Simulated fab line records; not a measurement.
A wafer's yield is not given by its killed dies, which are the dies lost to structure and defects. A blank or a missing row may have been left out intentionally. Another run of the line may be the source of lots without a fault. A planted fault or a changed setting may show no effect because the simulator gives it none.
Chamber matching	flow n5 finfet	4 sister chambers for N5_BEOL_M15_DESCUM_33 on rie diel-03
The step chemistry O2, time 7.9 s. 30 wafers are shown with their chamber, then 12 later ones without.

== WAFERS, EACH WITH ITS CHAMBER ==
wafer	chamber	drypump motor current A (A)	showerhead plenum p Torr (Torr)	throttle valve pct (%)
L075.1	1	6.1	2.18	20.63
L075.3	3	6.4	2.23	20.14
L075.6	2	5.5	2.06	20.56
L079.1	3	6.4	2.23	20.17
L079.4	1	6.1	2.18	20.61
L079.6	1	6.1	2.18	20.62
L077.1	1	6.1	2.18	20.61
L077.3	2	5.5	2.06	20.54
L077.6	0	5.1	2.00	20.34
L082.1	1	6.1	2.18	20.62
L082.5	1	6.1	2.18	20.63
L082.6	3	6.5	2.23	20.18
L084.2	0	5.1	1.99	20.33
L084.4	2	5.5	2.06	20.58
L084.5	2	5.5	2.06	20.58
L086.1	2	5.5	2.06	20.59
L086.2	0	5.2	1.99	20.36
L086.3	3	6.4	2.22	20.18
L085.2	0	5.1	1.99	20.34
L085.4	3	6.4	2.22	20.19
L085.6	2	5.5	2.06	20.58
L088.1	1	6.1	2.18	20.64
L088.4	3	6.4	2.22	20.19
L088.6	1	6.1	2.18	20.65
L089.2	0	5.1	1.99	20.35
L089.3	3	6.4	2.22	20.19
L089.5	2	5.5	2.05	20.60
L092.2	2	5.5	2.05	20.59
L092.3	0	5.1	1.99	20.36
L092.5	2	5.5	2.05	20.61

SIGNATURES (averages over the wafers above)
reading	chamber 0	chamber 1	chamber 2	chamber 3	scatter within a chamber
drypump motor current A	5.117	6.100	5.500	6.414	0.0255
showerhead plenum p Torr	1.9917	2.1800	2.0567	2.2243	0.00418
throttle valve pct	20.3467	20.6262	20.5811	20.1771	0.017
Rule: a wafer lies at a distance from a chamber equal to the root of the sum of squares, over the readings, of (its reading less the chamber's mean, divided by the reading's scatter). The wafer belongs to the nearest chamber; if the next one is less than 2 further off, it can't be placed. The scatter is the square root of a quotient: the sum, over the shown wafers, of each reading's squared deviation from its chamber's mean, divided by wafers minus chambers.

== WAFERS WITHOUT THEIR CHAMBER ==
wafer	drypump motor current A (A)	showerhead plenum p Torr (Torr)	throttle valve pct (%)
L093.1	6.1	2.17	20.65
L093.4	5.1	1.99	20.37
L093.6	6.4	2.22	20.21
L094.1	6.4	2.22	20.21
L094.3	6.1	2.17	20.68
L094.4	6.1	2.17	20.67
L096.3	6.4	2.21	20.24
L096.4	6.1	2.17	20.67
L096.5	5.1	1.99	20.38
L097.2	5.1	1.98	20.38
L097.3	6.4	2.21	20.22
L097.4	6.1	2.17	20.67

== WHICH CHAMBER EACH ONE RAN IN ==
wafer	from the rows above	in truth
L093.1	1	1
L093.4	0	0
L093.6	3	3
L094.1	3	3
L094.3	1	1
L094.4	1	1
L096.3	3	3
L096.4	1	1
L096.5	0	0
L097.2	0	0
L097.3	3	3
L097.4	1	1
Correct placement for 12 of the 12. Can't be placed from these rows: 0. Number placed wrongly: 0.
